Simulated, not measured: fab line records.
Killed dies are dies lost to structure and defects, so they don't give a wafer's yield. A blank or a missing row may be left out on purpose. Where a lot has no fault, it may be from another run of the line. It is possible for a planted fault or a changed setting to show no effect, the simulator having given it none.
Chamber matching | flow nandHarc | 4 sister chambers for NHARC_A_BLC_DESCUM_15 on rieDiel-02
The step chemistry O2, time 3 s. 18 wafers are shown with their chamber, then 9 later ones without.

EACH WAFER AND ITS CHAMBER
wafer  | chamber | drypumpMotorCurrentA (A) | oesProductAu (a.u.) | rfVppV (V)
L624.4 | 3       | 5.9                      | 1.005               | 57.4
L624.5 | 0       | 5.2                      | 1.002               | 57.8
L624.6 | 1       | 5.8                      | 1.008               | 55.7
L625.3 | 1       | 5.8                      | 0.989               | 57.0
L625.5 | 1       | 5.8                      | 0.998               | 57.9
L625.6 | 0       | 5.2                      | 0.998               | 56.9
L626.1 | 1       | 5.8                      | 1.008               | 58.1
L626.4 | 2       | 5.3                      | 1.006               | 56.8
L626.6 | 1       | 5.8                      | 0.998               | 57.3
L631.3 | 2       | 5.3                      | 1.002               | 58.0
L631.4 | 1       | 5.8                      | 1.001               | 56.7
L631.6 | 0       | 5.2                      | 0.987               | 58.9
L632.1 | 2       | 5.3                      | 1.003               | 55.9
L632.4 | 1       | 5.8                      | 1.002               | 57.6
L632.5 | 3       | 5.9                      | 1.018               | 57.5
L634.1 | 3       | 5.9                      | 0.996               | 57.3
L634.4 | 0       | 5.3                      | 0.994               | 58.4
L634.5 | 3       | 5.9                      | 1.001               | 57.7

SIGNATURES (averages over the wafers above)
reading              | chamber 0 | chamber 1 | chamber 2 | chamber 3 | scatter within a chamber
drypumpMotorCurrentA | 5.225     | 5.800     | 5.300     | 5.900     | 0.0231
oesProductAu         | 0.99525   | 1.00057   | 1.00367   | 1.00500   | 0.00685
rfVppV               | 58.000    | 57.186    | 56.900    | 57.475    | 0.781
Rule: for a wafer and a chamber, the distance is found by dividing, reading by reading, the gap between the wafer's reading and the chamber's mean by the reading's scatter, squaring, summing and taking the root. If the next closest chamber is less than 2 further off than the closest, the wafer can't be placed; otherwise it belongs to the closest. The scatter: take each reading less its chamber's mean, square it, sum over the shown wafers, divide by the number of wafers less the number of chambers, and take the root.

WAFERS WITHOUT THEIR CHAMBER
wafer  | drypumpMotorCurrentA (A) | oesProductAu (a.u.) | rfVppV (V)
L643.1 | 6.0                      | 1.002               | 56.8
L643.2 | 5.3                      | 1.003               | 56.4
L643.3 | 5.8                      | 0.998               | 56.6
L644.1 | 5.3                      | 1.001               | 57.3
L644.4 | 5.9                      | 1.007               | 57.4
L644.6 | 5.2                      | 1.008               | 57.0
L647.1 | 5.3                      | 0.997               | 56.6
L647.2 | 5.2                      | 1.010               | 57.9
L647.6 | 5.2                      | 0.997               | 57.4

WHICH CHAMBER EACH ONE RAN IN
wafer  | from the rows above     | in truth
L643.1 | 3                       | 3
L643.2 | 2                       | 2
L643.3 | 1                       | 1
L644.1 | 2                       | 2
L644.4 | 3                       | 3
L644.6 | can't be placed: 0 or 2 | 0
L647.1 | 2                       | 2
L647.2 | 0                       | 0
L647.6 | 0                       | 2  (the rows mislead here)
7 of 9 placed correctly. Not placeable from these rows: 1 (in 1, the candidates include the true chamber). Number placed wrongly: 1.
